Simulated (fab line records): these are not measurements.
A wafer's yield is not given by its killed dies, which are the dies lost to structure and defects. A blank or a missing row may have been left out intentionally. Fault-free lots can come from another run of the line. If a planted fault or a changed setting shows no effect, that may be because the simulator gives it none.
Matching of chambers    flow n5Finfet    rieDiel-06 running N5_BEOL_M14_STRIP_37: 4 sister chambers
The step strips in O2. 20 wafers are shown with their chamber, then 10 later ones without.

## WAFERS WITH THEIR CHAMBER
wafer   chamber  drypumpMotorCurrentA (A)  showerheadPlenumPTorr (Torr)  throttleValvePct (%)
L077.2  3        5.8                       2.18                          16.39
L077.3  1        6.1                       2.03                          16.83
L077.6  2        5.2                       2.12                          16.28
L088.1  1        6.1                       2.03                          16.82
L088.5  1        6.1                       2.03                          16.83
L088.6  2        5.1                       2.12                          16.31
L091.1  1        6.1                       2.02                          16.85
L091.2  2        5.1                       2.11                          16.31
L091.4  0        6.1                       2.21                          16.42
L089.3  0        6.1                       2.21                          16.40
L089.4  1        6.1                       2.02                          16.86
L089.5  0        6.1                       2.21                          16.45
L093.1  3        5.8                       2.17                          16.47
L093.2  0        6.1                       2.21                          16.40
L093.3  1        6.1                       2.02                          16.87
L093.4  2        5.1                       2.11                          16.31
L093.5  3        5.8                       2.17                          16.47
L093.6  2        5.1                       2.11                          16.33
L094.1  0        6.1                       2.21                          16.42
L094.2  2        5.1                       2.11                          16.35

SIGNATURES (means of the wafers above)
reading                chamber 0  chamber 1  chamber 2  chamber 3  scatter within a chamber
drypumpMotorCurrentA   6.100      6.100      5.117      5.800      0.0228
showerheadPlenumPTorr  2.2100     2.0250     2.1133     2.1733     0.00468
throttleValvePct       16.4180    16.8433    16.3150    16.4433    0.0258
Rule: a wafer's distance from a chamber is the root of the sum, over the readings, of the square of ((its reading less the chamber's mean) divided by the reading's scatter). If the next closest chamber is less than 2 further off than the closest, the wafer can't be placed; otherwise it belongs to the closest. The scatter is the square root of a quotient: the sum, over the shown wafers, of each reading's squared deviation from its chamber's mean, divided by wafers minus chambers.

## WAFERS WITHOUT THEIR CHAMBER
wafer   drypumpMotorCurrentA (A)  showerheadPlenumPTorr (Torr)  throttleValvePct (%)
L094.3  5.7                       2.17                          16.46
L094.4  6.1                       2.02                          16.89
L094.5  5.7                       2.17                          16.47
L094.6  6.1                       2.21                          16.46
L096.1  6.1                       2.21                          16.42
L096.2  6.1                       2.02                          16.88
L096.3  5.8                       2.17                          16.49
L096.4  6.1                       2.21                          16.45
L096.5  5.8                       2.16                          16.50
L096.6  6.1                       2.02                          16.89

## THE CHAMBER EACH PASSED THROUGH
wafer   from the rows above  in truth
L094.3  3                    3
L094.4  1                    1
L094.5  3                    3
L094.6  0                    0
L096.1  0                    0
L096.2  1                    1
L096.3  3                    3
L096.4  0                    0
L096.5  3                    3
L096.6  1                    1
10 of 10 placed correctly. Left unplaced by these rows: 0. Placed wrongly: 0.
